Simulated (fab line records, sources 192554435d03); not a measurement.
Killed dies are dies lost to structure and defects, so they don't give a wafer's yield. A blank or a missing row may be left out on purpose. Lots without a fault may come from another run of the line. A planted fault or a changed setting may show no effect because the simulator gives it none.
fab line records | flow n5_finfet
record lots=7 wafers=21 last_day=17
route steps=1938 shown DUMMY_GATE@231 SPACER0@261 SD_EPI_N@272 BEOL_M4@1111 PASSIVATION@1936
lots that met no fault: from a run of the same line without faults
start_h: hours from the record's first day to the start of the lot's first wafer shown | wait_h: hours since the lot's step before | " the same as in the row above | L1.1+2: a row that stands for several wafers | - no value, or no start given | * or withheld: withheld | < > ~ a bound
route shown NAME@n: a module of which the file shows steps, and the number in the route of the first | usual: mean/standard deviation of fault-free wafers | same: alike in all rows | chamber/n: place in a boat | sites: the reading at each site | _std_site: their standard deviation | _edge_site: outer sites' mean less inner sites' | radius_mm: how far each site lies from the wafer's centre | mask NAME#n: copy n | behind: the tool/chamber that last shaped the wafer | hold: why the lot was held/for how many hours/how that ended | device: the transistor (n, p or np) that didn't switch | end of line: the same wafers' tests at the end of the route | a step without rows: its recipe alone | killed: dies lost to structure and defects at the first sort, not the wafer's yield | map: a wafer's dies, x killed, . not, _ none there
set.NAME: the setting as run; set.NAME@STEP: as run at that earlier step | model.NAME: the simulator's own value behind a step, which no gauge read
steps of the route over a sample of lots; a table a step, a row a wafer
services: from which hour (start_h, from the record's first day; less than 0 if before it) a tool's chamber was out of use, for how many hours, and why
## steps
# step N5_DUMMY_GATE_CD_MEAS_15
# recipe target_cd_nm=25.8 landing_energy_ev=500 detector=se_inlens
# usual cd_nm=24.97/0.22
# columns lot.wafer tool chamber start_h wait_h cd_nm
L922.1 cd_sem-02 0 65.13 - 25.36
L922.4 " 0 " " 24.98
L922.6 " 0 " " 25.07
L931.2 cd_sem-03 0 117.96 - 25.12
L931.4 " 0 " " 24.96
L931.6 " 0 " " 25.45
L932.2 cd_sem-03 0 125.31 - 24.80
L932.3 " 0 " " 25.12
L932.4 " 0 " " 24.75
L934.1 cd_sem-03 0 135.99 - 24.83
L934.3 " 0 " " 24.99
L934.4 " 0 " " 25.22
L936.1 cd_sem-01 0 154.83 - 25.16
L936.2 " 0 " " 25.00
L936.5 " 0 " " 24.95
L940.2 cd_sem-03 0 173.66 - 25.39
L940.4 " 0 " " 25.03
L940.6 " 0 " " 25.22
L941.1 cd_sem-03 0 181.86 - 24.41
L941.2 " 0 " " 24.81
L941.6 " 0 " " 24.75
# step N5_DUMMY_GATE_ETCH_37
# recipe chemistry=N2/H2 target=SOC target_depth_a=600 overetch_a=300 temp_c=40 ion_energy_ev=200 pressure_mtorr=30 source_w=840 bias_w=150 n2_flow_sccm=200 h2_flow_sccm=200
# usual bias_w=149.9/0.43 drypump_motor_current_A=5.8/0.55 n2_flow_sccm=200.1/0.58 oes_product_au=0.62/0.061 rf_vpp_V=523.8/2.9 showerhead_plenum_p_Torr=2.54/0.096 throttle_valve_pct=17.90/0.26
# columns lot.wafer tool chamber start_h wait_h bias_w drypump_motor_current_A n2_flow_sccm oes_product_au rf_hours_counter_h rf_vpp_V showerhead_plenum_p_Torr throttle_valve_pct
L922.1 rie_diel-02 3 65.42 0.0 149.7 6.6 200.7 0.56 225 526.3 2.61 17.77
L922.4 " 2 " " 150.1 5.1 200.1 0.67 54 521.7 2.48 17.60
L922.6 " 2 " " 150.3 5.1 200.1 0.67 - 522.8 2.48 17.61
L931.2 rie_diel-02 1 118.24 0.0 149.3 5.5 199.8 0.61 137 527.8 2.66 18.02
L931.4 " 0 " " 151.2 5.1 200.9 0.55 - 519.6 2.40 18.42
L931.6 " 1 " " 149.4 5.5 199.8 0.61 - 526.9 2.66 18.01
L932.2 rie_diel-05 1 125.58 0.0 150.0 5.9 200.8 0.61 160 525.8 2.65 18.09
L932.3 " 2 " " 149.9 5.4 200.6 0.59 159 523.1 2.54 18.21
L932.4 " 3 " " 149.9 5.7 199.5 0.54 235 520.7 2.40 18.13
L934.1 rie_diel-05 2 136.46 0.0 149.9 5.4 200.3 0.59 162 524.2 2.54 18.21
L934.3 " 1 " " 149.8 5.9 200.4 0.61 164 527.8 2.65 18.10
L934.4 " 3 " " 149.3 5.7 201.5 0.54 - 519.0 2.40 18.13
L936.1 rie_diel-02 2 155.10 0.0 149.8 5.1 200.8 0.65 82 521.5 2.47 17.62
L936.2 " 0 " " 149.9 5.1 200.7 0.74 5 529.4 2.72 17.96
L936.5 " 2 " " 149.3 5.1 200.4 0.65 - 521.5 2.47 17.65
L940.2 rie_diel-06 1 174.03 0.0 150.2 5.5 199.8 0.59 178 519.8 2.43 17.88
L940.4 " 0 " " 149.7 5.7 199.2 0.69 40 526.3 2.60 17.58
L940.6 " 1 " " 149.8 5.6 200.1 0.59 - 520.5 2.43 17.88
L941.1 rie_diel-02 1 182.15 0.0 149.1 5.6 200.0 0.59 159 526.7 2.65 18.04
L941.2 " 3 " " 149.8 6.6 199.9 0.74 7 525.6 2.60 17.38
L941.6 " 3 " " 150.4 6.6 199.7 0.74 - 526.5 2.60 17.39
# step N5_DUMMY_GATE_TRIM_49
# recipe chemistry=O2 resist=SOC time_s=29 target_cd_nm=14 source_power_w=300 bias_power_w=0 O2_flow_sccm=100 temp_c=20
# usual drypump_motor_current_A=5.8/0.32 oes_product_au=0.996/0.019 throttle_valve_pct=8.23/0.098
# columns lot.wafer tool chamber start_h wait_h drypump_motor_current_A oes_product_au rf_hours_counter_h throttle_valve_pct
L922.1 rie_si-04 3 65.50 0.0 5.9 0.966 53 8.11
L922.4 " 0 " " 6.0 1.013 23 8.13
L922.6 " 3 " " 6.0 0.972 - 8.11
L931.2 rie_si-04 2 118.32 0.0 5.4 1.012 156 8.25
L931.4 " 1 " " 6.1 1.004 83 8.32
L931.6 " 0 " " 6.0 1.027 - 8.13
L932.2 rie_si-04 2 125.66 0.0 5.4 1.010 156 8.24
L932.3 " 3 " " 6.0 0.961 54 8.11
L932.4 " 0 " " 6.0 1.007 24 8.12
L934.1 rie_si-01 2 136.54 0.0 5.4 0.968 160 8.32
L934.3 " 1 " " 6.2 1.007 179 8.39
L934.4 " 0 " " 6.0 0.976 54 8.13
L936.1 rie_si-05 0 155.19 0.0 5.9 1.003 126 8.30
L936.2 " 3 " " 5.6 0.979 189 8.29
L936.5 " 1 " " 5.3 1.024 - 8.25
L940.2 rie_si-05 2 174.11 0.0 5.5 0.991 127 8.18
L940.4 " 0 " " 5.9 0.999 126 8.28
L940.6 " 1 " " 5.3 1.036 - 8.23
L941.1 rie_si-05 0 182.23 0.0 6.0 0.999 127 8.27
L941.2 " 1 " " 5.3 1.042 151 8.24
L941.6 " 0 " " 6.0 0.992 - 8.27
# step N5_DUMMY_GATE_ETCH_31
# recipe chemistry=C4F6/O2 target=SiO2 mask_material=SOC target_depth_a=825 time_s=27.5 ion_energy_ev=250 pressure_mtorr=30 source_w=345 bias_w=185 Ar_flow_sccm=300 C4F6_flow_sccm=10 O2_flow_sccm=10
# usual bias_w=185.0/0.61 drypump_motor_current_A=5.8/0.49 oes_product_au=0.77/0.074 rf_vpp_V=662/5.8 showerhead_plenum_p_Torr=2.84/0.091 throttle_valve_pct=21.23/0.22
# columns lot.wafer tool chamber start_h wait_h bias_w drypump_motor_current_A oes_product_au rf_hours_counter_h rf_vpp_V showerhead_plenum_p_Torr throttle_valve_pct
L922.1 rie_diel-06 3 65.70 0.0 185.6 6.6 0.88 46 656 2.78 21.09
L922.4 " 0 " " 185.9 5.7 0.94 7 665 2.91 20.81
L922.6 " 2 " " 185.0 6.5 0.81 - 667 2.87 21.25
L931.2 rie_diel-02 0 118.52 0.0 184.8 5.1 0.67 252 648 2.70 21.77
L931.4 " 0 " " 184.5 5.1 0.68 - 646 2.70 21.75
L931.6 " 3 " " 184.3 6.5 0.68 - 667 2.92 21.16
L932.2 rie_diel-05 1 125.88 0.1 185.0 5.8 0.77 160 660 2.96 21.32
L932.3 " 0 " " 185.3 5.6 0.70 243 667 2.80 21.08
L932.4 " 3 " " 185.5 5.7 0.68 235 657 2.70 21.41
L934.1 rie_diel-02 1 136.85 0.1 185.4 5.5 0.75 145 659 2.95 21.14
L934.3 " 3 " " 184.7 6.6 0.67 248 666 2.91 21.17
L934.4 " 3 " " 184.7 6.6 0.67 - 665 2.92 21.17
L936.1 rie_diel-05 0 155.48 0.1 185.4 5.6 0.69 249 667 2.80 21.08
L936.2 " 1 " " 184.5 5.9 0.74 170 660 2.96 21.35
L936.5 " 3 " " 185.6 5.7 0.67 - 655 2.70 21.41
L940.2 rie_diel-05 1 174.33 0.0 185.0 5.8 0.74 177 661 2.95 21.36
L940.4 " 2 " " 185.0 5.4 0.73 - 668 2.84 21.52
L940.6 " 3 " " 184.3 5.7 0.66 - 656 2.69 21.43
L941.1 rie_diel-06 0 182.43 0.0 185.3 5.7 0.86 43 662 2.89 20.86
L941.2 " 2 " " 184.7 6.5 0.77 152 667 2.85 21.28
L941.6 " 1 " " 184.5 5.5 0.73 - 663 2.73 21.17
# step N5_DUMMY_GATE_INSPECT_27
# recipe inspect_instrument=brightfield mode=aei
# usual raw_defect_count=297/66
# columns lot.wafer tool chamber start_h wait_h raw_defect_count
L922.1 defect_inspect-02 - 66.43 0.0 236
L922.4 " - " " 336
L922.6 " - " " 270
L931.2 defect_inspect-01 - 119.25 0.0 1088
L931.4 " - " " 1194
L931.6 " - " " 1067
L932.2 defect_inspect-02 - 126.69 0.0 993
L932.3 " - " " 942
L932.4 " - " " 967
L934.1 defect_inspect-01 - 137.61 0.0 391
L934.3 " - " " 295
L934.4 " - " " 287
L936.1 defect_inspect-01 - 156.21 0.0 294
L936.2 " - " " 395
L936.5 " - " " 268
L940.2 defect_inspect-01 - 175.22 0.0 284
L940.4 " - " " 308
L940.6 " - " " 447
L941.1 defect_inspect-01 - 183.19 0.0 297
L941.2 " - " " 330
L941.6 " - " " 222
# step N5_SPACER0_INSPECT_04
# recipe inspect_instrument=darkfield mode=post_dep
# usual raw_defect_count=140/28
# columns lot.wafer tool chamber start_h wait_h raw_defect_count
L922.1 defect_inspect-02 - 67.04 0.1 114
L922.4 " - " " 146
L922.6 " - " " 139
L931.2 defect_inspect-02 - 119.85 0.1 850
L931.4 " - " " 917
L931.6 " - " " 868
L932.2 defect_inspect-01 - 127.99 0.1 844
L932.3 " - " " 836
L932.4 " - " " 822
L934.1 defect_inspect-01 - 138.21 0.1 179
L934.3 " - " " 135
L934.4 " - " " 169
L936.1 defect_inspect-01 - 156.82 0.1 141
L936.2 " - " " 162
L936.5 " - " " 123
L940.2 defect_inspect-01 - 177.03 0.1 117
L940.4 " - " " 165
L940.6 " - " " 177
L941.1 defect_inspect-02 - 186.26 0.1 146
L941.2 " - " " 153
L941.6 " - " " 90
# step N5_SD_EPI_N_INSPECT_11
# recipe mode=adi inspect_instrument=macro
# usual raw_defect_count=2.3/1.5
# columns lot.wafer tool chamber start_h wait_h raw_defect_count
L922.1 defect_inspect-01 - 67.49 0.0 4
L922.4 " - " " 0
L922.6 " - " " 3
L931.2 defect_inspect-01 - 125.40 0.0 >300
L931.4 " - " " >300
L931.6 " - " " >300
L932.2 defect_inspect-02 - 128.45 0.0 >300
L932.3 " - " " >300
L932.4 " - " " >300
L934.1 defect_inspect-01 - 138.67 0.0 1
L934.3 " - " " 3
L934.4 " - " " 7
L936.1 defect_inspect-01 - 157.27 0.0 2
L936.2 " - " " 3
L936.5 " - " " 0
L940.2 defect_inspect-01 - 177.48 0.0 0
L940.4 " - " " 3
L940.6 " - " " 2
L941.1 defect_inspect-02 - 186.77 0.2 2
L941.2 " - " " 0
L941.6 " - " " 1
# step N5_SD_EPI_N_INSPECT_26
# recipe inspect_instrument=darkfield mode=post_epi
# usual raw_defect_count=215/37
# columns lot.wafer tool chamber start_h wait_h raw_defect_count
L922.1 defect_inspect-01 - 71.63 0.1 194
L922.4 " - " " 219
L922.6 " - " " 215
L931.2 defect_inspect-02 - 132.59 0.1 901
L931.4 " - " " 970
L931.6 " - " " 920
L932.2 defect_inspect-01 - 133.68 0.1 916
L932.3 " - " " 915
L932.4 " - " " 881
L934.1 defect_inspect-02 - 143.84 0.1 248
L934.3 " - " " 199
L934.4 " - " " 269
L936.1 defect_inspect-01 - 163.04 0.1 217
L936.2 " - " " 288
L936.5 " - " " 168
L940.2 defect_inspect-01 - 182.57 0.2 176
L940.4 " - " " 228
L940.6 " - " " 230
L941.1 defect_inspect-01 - 191.52 0.1 250
L941.2 " - " " 271
L941.6 " - " " 166
# step N5_BEOL_M4_RC_MEAS_101
# usual DIBL_N=36.3/1.2 DIBL_P=36.7/1.5 IOFF_N=0.164/0.02 IOFF_P=0.214/0.024 ION_N=673/8.5 ION_P=461/5.9 SS_N=71.6/0.44 SS_P=73.3/0.55 VT_N=249.4/2.4 VT_P=-250.0/2.3
# columns lot.wafer tool chamber start_h wait_h DIBL_N[mV/V] DIBL_P[mV/V] IOFF_N[nA/um] IOFF_P[nA/um] ION_N[uA/um] ION_P[uA/um] SS_N[mV/dec] SS_P[mV/dec] VT_N[mV] VT_P[mV]
L922.1 prober-02 0 174.60 0.0 37.0 37.7 0.187 0.214 688 461 72.5 73.3 246.9 -248.0
L922.4 " 0 " " 35.4 36.0 0.150 0.183 673 456 71.9 73.1 251.1 -253.8
L922.6 " 0 " " 34.7 35.2 0.138 0.173 665 456 71.7 72.8 250.6 -253.1
L931.2 prober-02 0 247.90 0.2 37.8 36.6 0.164 0.201 673 456 71.4 73.5 248.8 -251.1
L931.4 " 0 " " 36.2 35.0 0.148 0.183 663 451 71.5 73.3 250.9 -253.0
L931.6 " 0 " " 37.2 35.5 0.161 0.202 663 451 72.0 73.1 250.2 -249.0
L932.2 prober-02 0 254.19 0.2 36.5 37.6 0.160 0.190 662 452 71.1 73.3 250.8 -252.2
L932.3 " 0 " " 37.9 39.0 0.177 0.217 671 462 71.5 73.3 249.7 -253.4
L932.4 " 0 " " 38.2 39.6 0.188 0.213 659 452 72.3 73.2 244.9 -249.8
L934.1 prober-02 0 259.92 0.0 36.7 37.1 0.162 0.224 672 470 71.6 73.3 249.7 -247.1
L934.3 " 0 " " 35.7 36.7 0.147 0.218 673 466 71.1 73.3 252.8 -246.9
L934.4 " 0 " " 34.9 35.7 0.131 0.195 666 462 71.6 73.3 253.9 -247.2
L936.1 prober-02 0 282.84 0.0 35.7 36.6 0.176 0.214 678 460 71.9 73.4 248.0 -253.1
L936.2 " 0 " " 35.6 36.9 0.173 0.209 675 461 72.3 73.1 249.2 -250.9
L936.5 " 0 " " 35.6 36.2 0.174 0.202 682 459 72.5 73.6 247.9 -251.1
L940.2 prober-01 0 300.19 0.2 36.0 36.4 0.163 0.219 675 461 71.3 73.2 246.9 -248.3
L940.4 " 0 " " 37.5 38.9 0.194 0.256 671 460 71.9 73.7 245.0 -248.7
L940.6 " 0 " " 36.9 38.2 0.180 0.244 674 465 71.4 73.9 247.3 -248.9
L941.1 prober-02 0 302.79 0.0 38.4 38.8 0.186 0.236 677 466 71.4 73.5 249.3 -249.4
L941.2 " 0 " " 39.1 39.1 0.205 0.240 685 467 72.2 73.5 246.7 -248.1
L941.6 " 0 " " 37.7 37.5 0.175 0.207 684 463 71.6 72.5 248.6 -252.9
# step N5_PASSIVATION_PROBE_49
# usual defect_limited_yield=91.2/1.5 killed_at_M0_to_M3=35/11 killed_at_M4_up=13/5.6 killed_at_contacts=13/6.3 killed_at_front_end=38/12 killed_at_other=3.7/2.9 killed_dies=104/18 killed_on_rim=14/3.8 killed_open=69/13 killed_short=34/8.3 sort_bin_5_function=5.2/0.95 sort_bin_6_memory=3.3/0.68 sort_n_pass=1076/18 sort_yield_pct=91.2/1.5
# same gross_dies=1180 killed_at_back_side=0 sort_bin_4_leakage[%]=0 sort_bin_8_speed[%]=0
# columns lot.wafer tool chamber start_h wait_h defect_limited_yield[%] killed_at_M0_to_M3 killed_at_M4_up killed_at_contacts killed_at_front_end killed_at_other killed_dies killed_on_rim killed_open killed_short sort_bin_5_function[%] sort_bin_6_memory[%] sort_n_pass sort_yield_pct[%]
L931.2 prober-01 - 349.91 0.1 89.7 34 11 0 74 2 121 21 56 23 6.7 2.1 1059 89.7
L931.4 prober-01 - 350.01 0.2 77.3 37 17 10 202 2 268 9 95 38 14.9 5.3 912 77.3
L931.6 prober-01 - 350.11 0.3 79.7 51 23 13 150 2 239 26 80 44 12.4 5.1 941 79.7
L932.2 prober-01 - 359.80 0.1 86.7 50 17 10 79 1 157 28 72 45 7.6 4.2 1023 86.7
L932.3 prober-01 - 359.85 0.1 85.3 45 15 12 100 2 174 37 75 39 8.3 4.9 1006 85.3
L932.4 prober-01 - 359.90 0.2 81.6 30 9 11 163 4 217 26 64 34 11.1 4.6 963 81.6
# killed by level:class
L931.2 DUMMY_GATE:unspecified=41 BEOL_M0_SAQP:geometric_particle:open=15 FIN_SAQP:geometric_particle:open=8 FIN_SAQP:geometric_particle:short=5 BEOL_M2:geometric_particle:open=5 GATE_CUT:geometric_particle:short=4 BEOL_M0_SAQP:geometric_particle:short=4 DUMMY_GATE:geometric_particle:open=3
L931.4 DUMMY_GATE:unspecified=132 FIN_SAQP:geometric_particle:open=31 FIN_SAQP:geometric_particle:short=18 BEOL_M0_SAQP:geometric_particle:open=15 MOL_CONTACT_COAG:geometric_particle:open=9 BEOL_M0_SAQP:geometric_particle:short=8 BEOL_M4:geometric_particle:open=7 STI_FIN_REVEAL:geometric_particle:open=6
L931.6 DUMMY_GATE:unspecified=115 BEOL_M0_SAQP:geometric_particle:short=11 BEOL_M0_SAQP:geometric_particle:open=11 BEOL_M4:geometric_particle:open=11 MOL_CONTACT_COAG:geometric_particle:open=10 BEOL_M1:geometric_particle:open=8 BEOL_M2:geometric_particle:open=7 BEOL_M3:geometric_particle:open=6
L932.2 DUMMY_GATE:unspecified=39 STI_FIN_REVEAL:geometric_particle:open=12 BEOL_M2:geometric_particle:open=10 BEOL_M0_SAQP:geometric_particle:open=10 BEOL_M1:geometric_particle:open=9 BEOL_M4:geometric_particle:open=9 STI_FIN_REVEAL:geometric_particle:short=8 BEOL_M0_SAQP:geometric_particle:short=8
L932.3 DUMMY_GATE:unspecified=59 BEOL_M1:geometric_particle:open=16 BEOL_M0_SAQP:geometric_particle:short=12 FIN_SAQP:geometric_particle:open=10 STI_FIN_REVEAL:geometric_particle:open=10 MOL_CONTACT_COAG:geometric_particle:open=9 BEOL_M0_SAQP:geometric_particle:open=7 FIN_SAQP:geometric_particle:short=5
L932.4 DUMMY_GATE:unspecified=119 STI_FIN_REVEAL:geometric_particle:open=17 BEOL_M1:geometric_particle:open=9 MOL_CONTACT_COAG:geometric_particle:open=8 BEOL_M3:geometric_particle:open=8 FIN_SAQP:geometric_particle:open=6 FIN_SAQP:geometric_particle:short=6 BEOL_M0_SAQP:geometric_particle:open=4
## services
# columns tool chamber start_h hours kind
rie_si-01 0 42.16 4.2 repair
rie_si-01 3 51.92 8.0 repair
rie_diel-02 1 79.45 2.7 repair
rie_diel-05 3 87.43 14.2 repair
rie_diel-02 0 89.49 2.7 repair
rie_diel-06 1 113.05 1.8 repair
rie_diel-02 2 113.09 5.5 repair
rie_diel-02 3 114.85 2.7 repair
rie_diel-02 0 118.74 - clean
rie_diel-02 0 118.74 - consumable_replace:focus_ring
rie_diel-02 0 118.74 - consumable_replace:showerhead
rie_diel-02 0 118.74 18.6 scheduled_down
rie_diel-02 0 118.74 18.6 vent_cycle
rie_diel-05 0 134.07 5.7 repair
rie_diel-02 3 143.56 - clean
rie_diel-02 3 143.56 - consumable_replace:focus_ring
rie_diel-02 3 143.56 16.6 scheduled_down
rie_diel-02 3 143.56 16.6 vent_cycle
rie_diel-05 0 159.98 - clean
rie_diel-05 0 159.98 - consumable_replace:focus_ring
rie_diel-05 0 159.98 15.6 scheduled_down
rie_diel-05 0 159.98 15.6 vent_cycle
rie_si-01 2 174.11 15.4 repair
rie_diel-05 3 175.58 - clean
## key
first_sign step=N5_DUMMY_GATE_INSPECT_27 reading=raw_defect_count direction=up sigmas=11 usual=297 struck=1042
effect step=N5_SPACER0_INSPECT_04 reading=raw_defect_count direction=up sigmas=26 usual=140 struck=856
effect step=N5_SD_EPI_N_INSPECT_11 reading=raw_defect_count direction=up sigmas=99+ usual=2.3 struck=>300
effect step=N5_SD_EPI_N_INSPECT_26 reading=raw_defect_count direction=up sigmas=19 usual=215 struck=917
effect step=N5_PASSIVATION_PROBE_49 reading=killed_at_front_end direction=up sigmas=7.3 usual=38 struck=128
more_kills_born_at N5_DUMMY_GATE_TRIM_49@rie_si-04=505
met_at N5_DUMMY_GATE_TRIM_49
struck_lots L931,L932
not_acting_at N5_DUMMY_GATE_CD_MEAS_15,N5_DUMMY_GATE_ETCH_37,N5_DUMMY_GATE_ETCH_31
onset_between 65.50 118.32
fault kind=chamber_particle_source tool=rie_si-04 chamber=- onset_h=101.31 steps=N5_DUMMY_GATE_TRIM_49 rate_per_visit_cm2=1.1148 end_h=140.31
